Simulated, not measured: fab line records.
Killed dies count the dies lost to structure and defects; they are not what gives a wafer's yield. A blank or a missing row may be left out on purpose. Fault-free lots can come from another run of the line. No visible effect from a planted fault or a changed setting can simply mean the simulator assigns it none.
fab line records ; flow n5Finfet
record lots=11; wafers=33; lastDay=18
route steps=1938 shown BEOL_M3@970 PASSIVATION@1906
lots with no fault: from the same line, run without faults
startH: hours from the record's first day to the start of the lot's first wafer shown ; waitH: hours from the lot's prior step to this one ; " as in the row above ; L1.1+2: a single row standing in for several wafers ; - no value present, or no start provided ; * or withheld: withheld ; < > ~ a bound
route shown NAME@n: a module of which the file shows steps, and the number in the route of the first ; usual: mean/standard deviation of fault-free wafers ; same: alike in all rows ; chamber/n: place in a boat ; sites: per-site readings ; _std_site: standard deviation of those values ; _edge_site: mean of outer sites minus mean of inner sites ; radiusMm: for every site, how far away it sits from the centre of the wafer ; mask NAME#n: copy n ; behind: the last tool/chamber to shape the wafer ; hold: reason for holding the lot/hours on hold/outcome of the hold ; device: the transistor (n, p or np) that didn't switch ; end of line: the same wafers' tests at the end of the route ; a step with no rows: only its recipe ; killed: at the first sort, the dies lost to defects and structure; wafer yield is something else ; map: per-die view of a wafer (x killed, . not killed, _ where there is no die)
set.NAME: the setting that was run; set.NAME@STEP: the one run at that earlier step ; model.NAME: the simulator's own value behind a step, which no gauge read
the route's steps for a sample of lots (tables are steps, rows are wafers)
services: when a tool's chamber went out of use (startH, in hours from the record's first day, below 0 if earlier), for how many hours, and the reason
## steps
# step N5_BEOL_M3_ETCH_77
# recipe chemistry=N2/H2; target=underlayer; targetDepthA=65; maskMaterial=CAR-EUV; timeS=5.2; ionEnergyEv=200; pressureMtorr=30; sourceW=840; biasW=150; n2FlowSccm=200; h2FlowSccm=200; ends=cleared
# usual drypumpMotorCurrentA=5.7/0.34; etchRfOnTimeS=5.16/0.072; oesProductAu=0.67/0.068; rfVppV=523/3; showerheadPlenumPTorr=2.53/0.1; throttleValvePct=17.88/0.25
lot.wafer;tool;chamber;startH;waitH;drypumpMotorCurrentA;etchRfOnTimeS;oesProductAu;rfHoursCounterH;rfVppV;showerheadPlenumPTorr;throttleValvePct
L486.1;rieDiel-02;3;162.35;0.0;5.5;5.32;0.64;153;522;2.54;17.95
L486.2;rieDiel-02;0;162.35;0.0;5.4;5.24;0.60;233;525;2.61;17.88
L486.3;rieDiel-02;1;162.35;0.0;6.4;5.17;0.68;95;528;2.68;18.20
L487.1;rieDiel-06;0;165.57;0.0;5.7;5.26;0.69;98;528;2.68;17.97
L487.5;rieDiel-06;1;165.57;0.0;6.0;5.16;0.66;-;517;2.35;18.21
L487.6;rieDiel-06;0;165.57;0.0;5.7;5.26;0.69;-;528;2.68;17.94
L488.1;rieDiel-05;1;170.78;0.0;5.2;5.13;0.75;22;524;2.49;17.73
L488.3;rieDiel-05;2;170.78;0.0;6.0;5.22;0.61;202;526;2.63;17.60
L488.4;rieDiel-05;3;170.78;0.0;5.6;5.08;0.80;11;522;2.50;17.75
L490.3;rieDiel-06;2;175.91;0.0;5.9;5.25;0.62;164;521;2.44;18.24
L490.4;rieDiel-06;0;175.91;0.0;5.7;5.28;0.69;-;526;2.68;17.98
L490.6;rieDiel-06;2;175.91;0.0;5.9;5.24;0.62;-;522;2.44;18.23
L493.1;rieDiel-06;3;194.04;0.0;5.3;5.02;0.85;5;527;2.70;17.35
L493.4;rieDiel-06;2;194.04;0.0;5.9;5.23;0.62;170;521;2.43;18.24
L493.6;rieDiel-06;0;194.04;0.0;5.7;5.14;0.69;-;528;2.67;18.00
L499.3;rieDiel-06;1;241.54;0.0;6.0;5.08;0.64;153;517;2.34;18.27
L499.4;rieDiel-06;3;241.54;0.0;5.3;5.07;0.81;19;528;2.70;17.36
L499.6;rieDiel-06;2;241.54;0.0;5.8;5.26;0.61;-;519;2.43;18.25
L501.1;rieDiel-06;0;242.52;0.0;5.7;5.19;0.69;123;526;2.67;18.05
L501.2;rieDiel-06;2;242.52;0.0;5.9;5.23;0.61;183;520;2.43;18.27
L501.4;rieDiel-06;1;242.52;0.0;6.0;5.04;0.64;153;519;2.34;18.28
L504.1;rieDiel-05;1;258.82;0.0;5.2;5.13;0.73;46;523;2.48;17.78
L504.2;rieDiel-05;2;258.82;0.0;6.0;5.14;0.60;227;525;2.62;17.60
L504.3;rieDiel-05;3;258.82;0.0;5.6;5.06;0.76;38;523;2.49;17.82
L506.1;rieDiel-05;1;269.50;0.0;5.2;5.15;0.72;50;523;2.48;17.77
L506.4;rieDiel-05;3;269.50;0.0;5.6;5.10;0.75;42;521;2.49;17.81
L506.6;rieDiel-05;0;269.50;0.0;6.2;5.10;0.59;-;524;2.52;17.89
L507.2;rieDiel-05;3;276.34;0.0;5.6;5.05;0.75;44;523;2.49;17.80
L507.3;rieDiel-05;2;276.34;0.0;6.0;5.16;0.59;233;525;2.61;17.62
L507.6;rieDiel-05;0;276.34;0.0;6.1;5.06;0.61;-;522;2.52;17.93
L509.1;rieDiel-02;3;305.61;0.0;5.5;5.27;0.61;200;524;2.52;18.01
L509.4;rieDiel-02;2;305.61;0.0;5.5;5.16;0.63;151;522;2.44;17.71
L509.6;rieDiel-02;0;305.61;0.0;5.4;5.14;0.78;-;525;2.59;17.49
# step N5_PASSIVATION_OVL_MEAS_63
# recipe pointsPerWafer=44
# usual PAD_OVL=-1/4.9
lot.wafer;tool;chamber;startH;waitH;PAD_OVL[nm]
L486.1;overlay-01;0;285.20;0.0;4
L486.2;overlay-01;0;285.20;0.0;9
L486.3;overlay-01;0;285.20;0.0;1
L487.1;overlay-01;0;288.24;0.0;-8
L487.5;overlay-01;0;288.24;0.0;-12
L487.6;overlay-01;0;288.24;0.0;-1
L488.1;overlay-01;0;304.08;0.0;6
L488.3;overlay-01;0;304.08;0.0;6
L488.4;overlay-01;0;304.08;0.0;3
L490.3;overlay-02;0;312.84;0.0;0
L490.4;overlay-02;0;312.84;0.0;-3
L490.6;overlay-02;0;312.84;0.0;-2
L493.1;overlay-01;0;323.38;0.0;-6
L493.4;overlay-01;0;323.38;0.0;-3
L493.6;overlay-01;0;323.38;0.0;-7
L501.1;overlay-01;0;361.99;0.0;4
L501.2;overlay-01;0;361.99;0.0;-2
L501.4;overlay-01;0;361.99;0.0;4
L499.3;overlay-02;0;370.92;0.0;2
L499.4;overlay-02;0;370.92;0.0;6
L499.6;overlay-02;0;370.92;0.0;0
L504.1;overlay-02;0;409.55;0.0;4
L504.2;overlay-02;0;409.55;0.0;-1
L504.3;overlay-02;0;409.55;0.0;-1
L506.1;overlay-01;0;409.89;0.0;-1
L506.4;overlay-01;0;409.89;0.0;-3
L506.6;overlay-01;0;409.89;0.0;-4
L507.2;overlay-01;0;427.50;0.0;-3
L507.3;overlay-01;0;427.50;0.0;-8
L507.6;overlay-01;0;427.50;0.0;1
L509.1;overlay-01;0;432.48;0.0;-1
L509.4;overlay-01;0;432.48;0.0;-9
L509.6;overlay-01;0;432.48;0.0;-4
# step N5_PASSIVATION_OVL_MEAS_66
# recipe pointsPerWafer=44
# usual PASS_OPEN_OVL=6/6.1
lot.wafer;tool;chamber;startH;waitH;PASS_OPEN_OVL[nm]
L486.1;overlay-01;0;286.94;0.0;5
L486.2;overlay-01;0;286.94;0.0;7
L486.3;overlay-01;0;286.94;0.0;11
L487.1;overlay-01;0;290.21;0.0;-2
L487.5;overlay-01;0;290.21;0.0;-1
L487.6;overlay-01;0;290.21;0.0;0
L488.1;overlay-02;0;305.86;0.0;2
L488.3;overlay-02;0;305.86;0.0;1
L488.4;overlay-02;0;305.86;0.0;-2
L490.3;overlay-01;0;315.08;0.0;-1
L490.4;overlay-01;0;315.08;0.0;2
L490.6;overlay-01;0;315.08;0.0;8
L493.1;overlay-01;0;325.24;0.0;10
L493.4;overlay-01;0;325.24;0.0;5
L493.6;overlay-01;0;325.24;0.0;9
L501.1;overlay-02;0;364.06;0.0;9
L501.2;overlay-02;0;364.06;0.0;17
L501.4;overlay-02;0;364.06;0.0;8
L499.3;overlay-01;0;373.28;0.0;20
L499.4;overlay-01;0;373.28;0.0;25
L499.6;overlay-01;0;373.28;0.0;15
L504.1;overlay-01;0;411.42;0.0;9
L504.2;overlay-01;0;411.42;0.0;15
L504.3;overlay-01;0;411.42;0.0;2
L506.1;overlay-02;0;411.75;0.0;10
L506.4;overlay-02;0;411.75;0.0;9
L506.6;overlay-02;0;411.75;0.0;2
L507.2;overlay-01;0;429.47;0.0;4
L507.3;overlay-01;0;429.47;0.0;2
L507.6;overlay-01;0;429.47;0.0;12
L509.1;overlay-02;0;434.21;0.0;0
L509.4;overlay-02;0;434.21;0.0;-6
L509.6;overlay-02;0;434.21;0.0;-2
# step N5_PASSIVATION_DESCUM_46
# recipe chemistry=O2; timeS=7.9; sourcePowerW=50; biasPowerW=20; pressureMtorr=20; rfFrequencyHz=2.712e+07; tempC=40; o2FlowSccm=225
# usual drypumpMotorCurrentA=5.8/0.32; oesProductAu=0.79/0.076; rfVppV=242.6/1.4; showerheadPlenumPTorr=2.06/0.071; throttleValvePct=20.41/0.27
lot.wafer;tool;chamber;startH;waitH;drypumpMotorCurrentA;oesProductAu;rfHoursCounterH;rfVppV;showerheadPlenumPTorr;throttleValvePct
L486.1;rieDiel-01;2;287.02;0.1;6.2;0.67;249;241.3;2.07;20.45
L486.2;rieDiel-01;3;287.02;0.1;5.7;0.74;163;241.7;2.00;20.70
L486.3;rieDiel-01;1;287.02;0.1;5.9;0.93;9;242.5;2.06;20.18
L487.1;rieDiel-03;2;290.28;0.1;5.5;0.73;184;243.4;2.18;20.89
L487.5;rieDiel-03;0;290.28;0.1;5.1;0.87;-;242.4;2.03;20.28
L487.6;rieDiel-03;3;290.28;0.1;5.9;0.73;-;240.0;1.99;20.66
L488.1;rieDiel-01;1;305.92;0.0;5.9;0.92;17;243.0;2.06;20.17
L488.3;rieDiel-01;0;305.92;0.0;6.0;0.77;147;241.9;2.01;20.21
L488.4;rieDiel-01;3;305.92;0.0;5.7;0.74;-;241.9;2.00;20.72
L490.3;rieDiel-03;0;315.14;0.0;5.1;0.85;50;243.1;2.03;20.30
L490.4;rieDiel-03;2;315.14;0.0;5.5;0.73;192;245.1;2.17;20.90
L490.6;rieDiel-03;1;315.14;0.0;6.4;0.86;-;243.6;2.03;20.06
L493.1;rieDiel-04;0;325.30;0.0;5.5;0.80;118;243.0;2.02;20.17
L493.4;rieDiel-04;3;325.30;0.0;5.6;0.79;86;244.4;2.20;20.56
L493.6;rieDiel-04;1;325.30;0.0;6.2;0.81;-;243.1;2.19;20.39
L501.1;rieDiel-01;0;364.12;0.0;6.1;0.75;169;242.5;2.01;20.25
L501.2;rieDiel-01;1;364.12;0.0;5.9;0.87;38;242.1;2.05;20.22
L501.4;rieDiel-01;3;364.12;0.0;5.7;0.71;191;241.8;1.99;20.74
L499.3;rieDiel-03;0;373.34;0.0;5.1;0.84;57;242.3;2.03;20.30
L499.4;rieDiel-03;3;373.34;0.0;5.9;0.70;238;242.5;1.98;20.71
L499.6;rieDiel-03;1;373.34;0.0;6.4;0.81;-;242.7;2.02;20.10
L504.1;rieDiel-03;1;411.61;0.2;6.3;0.81;97;241.9;2.02;20.11
L504.2;rieDiel-03;0;411.61;0.2;5.1;0.81;70;241.4;2.02;20.32
L504.3;rieDiel-03;2;411.61;0.2;5.5;0.70;229;244.5;2.16;20.97
L506.1;rieDiel-01;1;411.88;0.1;5.9;0.84;55;243.4;2.04;20.25
L506.4;rieDiel-01;0;411.88;0.1;6.1;0.74;187;241.1;2.00;20.28
L506.6;rieDiel-01;2;411.88;0.1;6.2;0.89;-;242.6;2.06;20.11
L507.2;rieDiel-04;3;429.53;0.0;5.6;0.75;125;245.0;2.19;20.63
L507.3;rieDiel-04;0;429.53;0.0;5.5;0.77;162;241.3;2.01;20.24
L507.6;rieDiel-04;1;429.53;0.0;6.1;0.77;-;243.6;2.19;20.40
L509.1;rieDiel-01;1;434.47;0.2;5.9;0.83;63;242.7;2.04;20.27
L509.4;rieDiel-01;0;434.47;0.2;6.1;0.73;194;240.1;2.00;20.26
L509.6;rieDiel-01;1;434.47;0.2;6.0;0.84;-;242.1;2.04;20.26
# step N5_PASSIVATION_PROBE_49
# usual defectLimitedYield=91.2/1.5; killed_at_M0_to_M3=32/9.6; killed_at_M4_up=13/5.3; killedAtContacts=13/6.7; killedAtFrontEnd=42/11; killedAtOther=3.8/2.9; killedDies=103/17; killedOnRim=14/4.4; killedOpen=67/13; killedShort=35/7.9; sort_bin_5_function=5.2/0.94; sort_bin_6_memory=3.3/0.64; sortNPass=1077/17; sortYieldPct=91.2/1.5
# same grossDies=1180; killedAtBackSide=0; sort_bin_4_leakage[%]=0; sort_bin_8_speed[%]=0
lot.wafer;tool;chamber;startH;waitH;defectLimitedYield[%];killed_at_M0_to_M3;killed_at_M4_up;killedAtContacts;killedAtFrontEnd;killedAtOther;killedDies;killedOnRim;killedOpen;killedShort;sort_bin_5_function[%];sort_bin_6_memory[%];sortNPass;sortYieldPct[%]
L487.1;prober-01;-;293.80;0.0;91.7;25;22;9;42;0;98;12;73;25;5.1;3.1;1082;91.7
L487.5;prober-01;-;294.00;0.2;87.3;37;19;20;71;3;150;19;106;44;8.5;4.0;1030;87.3
L487.6;prober-01;-;294.05;0.3;92.1;24;7;8;50;4;93;11;58;35;4.6;3.2;1087;92.1
L488.1;prober-02;-;308.96;0.0;91.0;32;22;9;38;5;106;21;79;25;5.7;3.1;1074;91.0
L488.3;prober-02;-;309.06;0.1;91.1;24;25;10;43;3;105;12;72;28;4.3;4.2;1075;91.1
L488.4;prober-02;-;309.11;0.2;92.1;13;20;6;53;1;93;15;59;34;4.7;2.9;1087;92.1
L490.3;prober-01;-;318.47;0.1;92.1;29;13;19;31;1;93;11;63;30;4.3;3.2;1087;92.1
L490.4;prober-01;-;318.52;0.2;95.1;9;8;7;31;3;58;8;38;19;2.5;2.3;1122;95.1
L490.6;prober-01;-;318.62;0.3;93.6;24;8;6;35;3;76;6;48;26;4.2;2.2;1104;93.6
L493.1;prober-02;-;328.34;0.0;93.2;11;8;15;44;2;80;8;54;26;3.8;2.6;1100;93.2
L493.4;prober-02;-;328.49;0.2;91.4;25;17;22;34;4;102;11;72;29;4.8;3.5;1078;91.4
L493.6;prober-02;-;328.59;0.3;91.1;41;11;10;36;7;105;17;71;32;5.6;3.1;1075;91.1
L501.1;prober-02;-;369.00;0.0;89.0;47;12;10;55;6;130;16;90;40;7.2;3.1;1050;89.0
L501.2;prober-02;-;369.05;0.1;82.7;141;4;10;45;4;204;34;72;23;10.0;4.0;976;82.7
L501.4;prober-02;-;369.15;0.2;91.5;39;9;2;47;3;100;10;65;35;5.0;3.2;1080;91.5
L499.3;prober-01;-;376.48;0.1;91.7;22;7;13;46;10;98;8;60;37;5.2;2.9;1082;91.7
L499.4;prober-01;-;376.53;0.2;93.7;13;4;14;41;2;74;11;49;24;3.7;2.4;1106;93.7
L499.6;prober-01;-;376.63;0.3;82.9;143;10;11;33;5;202;29;55;39;10.7;2.8;978;82.9
L504.1;prober-02;-;414.66;0.0;88.8;44;13;19;53;3;132;17;80;50;5.8;4.7;1048;88.8
L504.2;prober-02;-;414.71;0.1;89.2;47;13;20;42;6;128;14;77;51;6.4;4.0;1052;89.2
L504.3;prober-02;-;414.76;0.1;88.4;36;13;19;59;10;137;10;94;42;7.6;3.5;1043;88.4
L507.2;prober-01;-;432.62;0.1;88.8;25;16;10;79;2;132;24;95;37;6.0;4.6;1048;88.8
L507.3;prober-01;-;432.67;0.1;89.2;33;28;11;54;2;128;18;87;40;6.7;4.0;1052;89.2
L507.6;prober-01;-;432.82;0.3;90.0;32;24;17;44;1;118;14;79;38;6.0;3.9;1062;90.0
L509.1;prober-02;-;437.53;0.0;90.1;28;11;21;47;10;117;16;81;36;5.4;4.3;1063;90.1
L509.4;prober-02;-;437.68;0.2;88.4;35;15;19;60;8;137;21;95;42;7.0;4.2;1043;88.4
L509.6;prober-02;-;437.78;0.3;91.6;26;8;16;42;7;99;14;61;38;5.0;3.1;1081;91.6
# killed by level:class
L487.1 STI_FIN_REVEAL:geometricParticle:open=21 BEOL_M4:geometricParticle:open=17 BEOL_M2:geometricParticle:open=10 MOL_CONTACT_COAG:geometricParticle:open=8 STI_FIN_REVEAL:geometricParticle:short=5 FIN_SAQP:geometricParticle:open=3 FIN_SAQP:geometricParticle:short=3 GATE_CUT:geometricParticle:short=3
L487.5 STI_FIN_REVEAL:geometricParticle:open=27 FIN_SAQP:geometricParticle:open=16 BEOL_M4:geometricParticle:open=11 FIN_SAQP:geometricParticle:short=10 MOL_CONTACT_COAG:geometricParticle:open=10 MOL_CONTACT_COAG:geometricParticle:short=10 BEOL_M2:geometricParticle:open=8 BEOL_M3:geometricParticle:open=8
L487.6 FIN_SAQP:geometricParticle:short=12 FIN_SAQP:geometricParticle:open=12 STI_FIN_REVEAL:geometricParticle:open=10 BEOL_M3:geometricParticle:open=10 BEOL_M4:geometricParticle:open=6 MOL_CONTACT_COAG:geometricParticle:short=5 BEOL_M0_SAQP:geometricParticle:short=5 BEOL_M2:geometricParticle:open=4
L488.1 STI_FIN_REVEAL:geometricParticle:open=23 BEOL_M4:geometricParticle:open=12 BEOL_M2:geometricParticle:open=9 MOL_CONTACT_COAG:geometricParticle:open=7 BEOL_M0:geometricParticle:open=7 BEOL_M4:geometricParticle:short=5 BEOL_M1:geometricParticle:open=5 BEOL_M3:geometricParticle:open=4
L488.3 STI_FIN_REVEAL:geometricParticle:open=16 BEOL_M4:geometricParticle:open=10 MOL_CONTACT_COAG:geometricParticle:open=9 DUMMY_GATE:geometricParticle:open=6 BEOL_M0_SAQP:geometricParticle:short=6 STI_FIN_REVEAL:geometricParticle:short=5 BEOL_M0_SAQP:geometricParticle:open=5 BEOL_M1:geometricParticle:open=5
L488.4 STI_FIN_REVEAL:geometricParticle:open=15 DUMMY_GATE:geometricParticle:open=8 BEOL_M4:geometricParticle:short=8 FIN_SAQP:geometricParticle:short=6 STARTING-WAFER:geometricParticle:open=6 FIN_SAQP:geometricParticle:open=5 STI_FIN_REVEAL:geometricParticle:short=5 BEOL_M0:geometricParticle:open=5
L490.3 MOL_CONTACT_COAG:geometricParticle:open=14 FIN_SAQP:geometricParticle:open=7 FIN_SAQP:geometricParticle:short=5 GATE_CUT:geometricParticle:open=5 MOL_CONTACT_COAG:geometricParticle:short=5 BEOL_M1:geometricParticle:open=5 BEOL_M2:geometricParticle:open=5 BEOL_M3:geometricParticle:open=5
L490.4 FIN_SAQP:geometricParticle:open=7 STI_FIN_REVEAL:geometricParticle:open=6 FIN_SAQP:geometricParticle:short=5 MOL_CONTACT_COAG:geometricParticle:open=5 BEOL_M4:geometricParticle:open=3 STARTING-WAFER:geometricParticle:short=3 STARTING-WAFER:geometricParticle:open=3 DUMMY_GATE:geometricParticle:open=2
L490.6 FIN_SAQP:geometricParticle:open=9 MOL_CONTACT_COAG:geometricParticle:open=6 FIN_SAQP:geometricParticle:short=5 BEOL_M0_SAQP:geometricParticle:open=5 BEOL_M0_SAQP:geometricParticle:short=4 GATE_CUT:geometricParticle:short=4 BEOL_M4:geometricParticle:open=4 BEOL_M1:geometricParticle:open=4
L493.1 FIN_SAQP:geometricParticle:open=13 MOL_CONTACT_COAG:geometricParticle:open=13 STI_FIN_REVEAL:geometricParticle:open=10 BEOL_M0_SAQP:geometricParticle:short=5 FIN_SAQP:geometricParticle:short=4 DUMMY_GATE:geometricParticle:open=4 STI_FIN_REVEAL:geometricParticle:short=3 GATE_CUT:geometricParticle:short=2
L493.4 MOL_CONTACT_COAG:geometricParticle:open=21 FIN_SAQP:geometricParticle:open=10 BEOL_M4:geometricParticle:open=9 FIN_SAQP:geometricParticle:short=7 STARTING-WAFER:geometricParticle:short=5 BEOL_M0_SAQP:geometricParticle:open=4 BEOL_M3:geometricParticle:open=4 BEOL_M0_SAQP:geometricParticle:short=3
L493.6 FIN_SAQP:geometricParticle:open=11 FIN_SAQP:geometricParticle:short=9 STI_FIN_REVEAL:geometricParticle:open=8 MOL_CONTACT_COAG:geometricParticle:open=8 BEOL_M0_SAQP:geometricParticle:open=8 BEOL_M0_SAQP:geometricParticle:short=7 BEOL_M3:geometricParticle:open=6 BEOL_M4:geometricParticle:open=5
L501.1 FIN_SAQP:geometricParticle:open=22 FIN_SAQP:geometricParticle:short=11 BEOL_M0_SAQP:geometricParticle:short=10 MOL_CONTACT_COAG:geometricParticle:open=9 BEOL_M0_SAQP:geometricParticle:open=9 BEOL_M3:geometricParticle:open=8 BEOL_M1:geometricParticle:open=8 BEOL_M2:geometricParticle:open=6
L501.2 BEOL_M3:unspecified=109 FIN_SAQP:geometricParticle:open=14 DUMMY_GATE:geometricParticle:open=9 BEOL_M2:geometricParticle:open=9 BEOL_M3:geometricParticle:open=9 MOL_CONTACT_COAG:geometricParticle:open=8 FIN_SAQP:geometricParticle:short=6 STI_FIN_REVEAL:geometricParticle:open=6
L501.4 FIN_SAQP:geometricParticle:open=15 FIN_SAQP:geometricParticle:short=12 BEOL_M0_SAQP:geometricParticle:open=9 BEOL_M2:geometricParticle:open=8 BEOL_M3:geometricParticle:open=7 STI_FIN_REVEAL:geometricParticle:open=6 BEOL_M0_SAQP:geometricParticle:short=6 BEOL_M1:geometricParticle:open=5
L499.3 FIN_SAQP:geometricParticle:open=11 MOL_CONTACT_COAG:geometricParticle:open=11 GATE_CUT:geometricParticle:short=8 BEOL_M0_SAQP:geometricParticle:short=8 FIN_SAQP:geometricParticle:short=6 DUMMY_GATE:geometricParticle:open=5 BEOL_M0_SAQP:geometricParticle:open=5 BEOL_M2:geometricParticle:open=5
L499.4 MOL_CONTACT_COAG:geometricParticle:open=13 FIN_SAQP:geometricParticle:open=12 FIN_SAQP:geometricParticle:short=8 STARTING-WAFER:geometricParticle:open=6 STI_FIN_REVEAL:geometricParticle:open=4 BEOL_M0_SAQP:geometricParticle:open=4 STI_FIN_REVEAL:geometricParticle:short=3 GATE_CUT:geometricParticle:short=3
L499.6 BEOL_M3:unspecified=108 BEOL_M0_SAQP:geometricParticle:open=11 FIN_SAQP:geometricParticle:open=10 FIN_SAQP:geometricParticle:short=9 MOL_CONTACT_COAG:geometricParticle:open=8 BEOL_M1:geometricParticle:open=6 BEOL_M0_SAQP:geometricParticle:short=6 BEOL_M3:geometricParticle:open=4
L504.1 FIN_SAQP:geometricParticle:open=16 MOL_CONTACT_COAG:geometricParticle:open=16 FIN_SAQP:geometricParticle:short=15 BEOL_M0_SAQP:geometricParticle:open=11 BEOL_M0_SAQP:geometricParticle:short=10 BEOL_M1:geometricParticle:open=10 STI_FIN_REVEAL:geometricParticle:open=7 BEOL_M5:geometricParticle:short=5
L504.2 BEOL_M0_SAQP:geometricParticle:short=21 MOL_CONTACT_COAG:geometricParticle:open=14 BEOL_M0_SAQP:geometricParticle:open=13 FIN_SAQP:geometricParticle:open=9 STI_FIN_REVEAL:geometricParticle:open=6 GATE_CUT:geometricParticle:short=6 MOL_CONTACT_COAG:geometricParticle:short=6 BEOL_M4:geometricParticle:open=6
L504.3 STI_FIN_REVEAL:geometricParticle:open=23 MOL_CONTACT_COAG:geometricParticle:open=17 FIN_SAQP:geometricParticle:short=14 BEOL_M1:geometricParticle:open=12 BEOL_M0_SAQP:geometricParticle:open=7 BEOL_M0_SAQP:geometricParticle:short=5 BEOL_M2:geometricParticle:open=5 BEOL_M1:geometricParticle:short=4
L507.2 STI_FIN_REVEAL:geometricParticle:open=35 FIN_SAQP:geometricParticle:open=14 FIN_SAQP:geometricParticle:short=7 MOL_CONTACT_COAG:geometricParticle:open=7 BEOL_M1:geometricParticle:open=7 BEOL_M0_SAQP:geometricParticle:short=6 BEOL_M5:geometricParticle:open=6 ILD0:geometricParticle:short=5
L507.3 BEOL_M4:geometricParticle:open=17 MOL_CONTACT_COAG:geometricParticle:open=8 BEOL_M0_SAQP:geometricParticle:open=8 BEOL_M3:geometricParticle:open=8 FIN_SAQP:geometricParticle:open=7 FIN_SAQP:geometricParticle:short=7 GATE_CUT:geometricParticle:short=6 BEOL_M0_SAQP:geometricParticle:short=6
L507.6 STI_FIN_REVEAL:geometricParticle:open=14 MOL_CONTACT_COAG:geometricParticle:open=13 BEOL_M0_SAQP:geometricParticle:short=10 BEOL_M4:geometricParticle:open=10 FIN_SAQP:geometricParticle:open=9 BEOL_M0_SAQP:geometricParticle:open=8 BEOL_M5:geometricParticle:open=6 BEOL_M3:geometricParticle:open=5
L509.1 MOL_CONTACT_COAG:geometricParticle:open=17 STI_FIN_REVEAL:geometricParticle:open=12 FIN_SAQP:geometricParticle:short=10 BEOL_M3:geometricParticle:open=7 FIN_SAQP:geometricParticle:open=6 BEOL_M1:geometricParticle:open=6 BEOL_M4:geometricParticle:open=6 BEOL_M0_SAQP:geometricParticle:short=5
L509.4 STI_FIN_REVEAL:geometricParticle:open=19 MOL_CONTACT_COAG:geometricParticle:open=17 BEOL_M1:geometricParticle:open=14 FIN_SAQP:geometricParticle:short=11 FIN_SAQP:geometricParticle:open=8 BEOL_M0_SAQP:geometricParticle:short=5 BEOL_M2:geometricParticle:open=5 BEOL_M3:geometricParticle:open=4
L509.6 MOL_CONTACT_COAG:geometricParticle:open=12 STI_FIN_REVEAL:geometricParticle:open=10 FIN_SAQP:geometricParticle:short=8 FIN_SAQP:geometricParticle:open=7 BEOL_M1:geometricParticle:short=7 BEOL_M1:geometricParticle:open=6 GATE_CUT:geometricParticle:short=5 BEOL_M2:geometricParticle:open=5
## services
tool;chamber;startH;hours;kind
rieDiel-06;0;151.75;8.8;repair
rieDiel-04;1;154.12;31.9;repair
rieDiel-06;1;185.66;1.9;repair
rieDiel-02;2;186.31;1.2;repair
rieDiel-01;1;203.47;7.2;repair
rieDiel-04;1;209.09;6.8;repair
rieDiel-02;-;211.42;0.1;repair
rieDiel-03;2;212.85;15.3;repair
rieDiel-02;1;234.79;10.1;repair
rieDiel-04;-;240.08;14.6;pm
rieDiel-05;0;290.58;14.1;repair
rieDiel-06;2;323.89;4.5;repair
rieDiel-04;1;344.77;30.9;repair
rieDiel-02;1;351.37;14.6;repair
rieDiel-05;3;356.99;15.0;repair
rieDiel-03;-;361.14;2.8;pm
rieDiel-04;1;384.65;6.6;repair
rieDiel-05;1;391.04;3.1;repair
rieDiel-01;2;393.40;8.3;repair
rieDiel-05;0;394.11;18.5;repair
rieDiel-03;-;395.93;0.4;repair
rieDiel-04;3;413.39;10.4;repair
rieDiel-01;2;416.43;1.4;repair
rieDiel-05;0;421.29;5.3;repair
## key
firstSign step=N5_PASSIVATION_PROBE_49; reading=killed_at_M0_to_M3; direction=up; sigmas=11; usual=32; struck=142
effect step=N5_PASSIVATION_PROBE_49; reading=killedDies; direction=up; sigmas=5.8; usual=103; struck=203
moreKillsBornAt N5_BEOL_M3_ETCH_77@rieDiel-06=217
metAt N5_BEOL_M3_ETCH_77
struckLots L499,L501
struckWafers L499.6,L501.2
notActingAt N5_PASSIVATION_OVL_MEAS_63,N5_PASSIVATION_OVL_MEAS_66,N5_PASSIVATION_DESCUM_46
onsetBetween 194.04 241.54
fault kind=chamberParticleSource; tool=rieDiel-06; chamber=2; onsetH=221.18; steps=N5_BEOL_M3_ETCH_77; ratePerVisitCm2=1.3361; endH=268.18
